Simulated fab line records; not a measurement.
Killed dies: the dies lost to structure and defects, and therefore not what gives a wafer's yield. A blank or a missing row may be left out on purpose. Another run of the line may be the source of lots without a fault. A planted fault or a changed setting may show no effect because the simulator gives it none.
Matching of chambers	flow n5_finfet	N5_GATE_CUT_DESCUM_18 on rie_diel-06 has 4 sister chambers
The step chemistry O2, time 7 s. 4 wafers are shown with their chamber, then 7 later ones without.

## WAFERS PAIRED WITH THEIR CHAMBERS
wafer	chamber	showerhead_plenum_p_Torr (Torr)
L083.4	0	2.07
L090.5	1	2.04
L091.2	2	2.07
L091.3	3	2.03

## WAFERS WHOSE CHAMBER IS MISSING
wafer	showerhead_plenum_p_Torr (Torr)
L091.4	2.04
L092.2	2.07
L092.4	2.04
L092.5	2.04
L096.2	2.06
L096.4	2.07
L096.6	2.06

## CHAMBER TAKEN BY EACH
wafer	from the rows above	in truth
L091.4	can't be placed: 1 or 3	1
L092.2	can't be placed: 0 or 2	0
L092.4	can't be placed: 1 or 3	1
L092.5	can't be placed: 1 or 3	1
L096.2	can't be placed: 0 or 2 or 1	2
L096.4	can't be placed: 0 or 2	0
L096.6	can't be placed: 0 or 2 or 1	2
Correctly placed: 0 of 7. From these rows, 7 cannot be placed; in 7 the true chamber is one of the candidates. Wrongly placed: 0.
How it was worked out, from the rows above alone: a wafer's distance from a chamber is the root of the sum, over the readings, of the square of ((its reading less the chamber's mean) divided by the reading's scatter). If the next closest chamber is less than 2 further off than the closest, the wafer can't be placed; otherwise it belongs to the closest. Each chamber's mean is taken over the wafers shown for it. The scatter (one wafer shown for each chamber): square how far every hidden wafer sits from the nearest shown wafer, average those squares and take the square root.
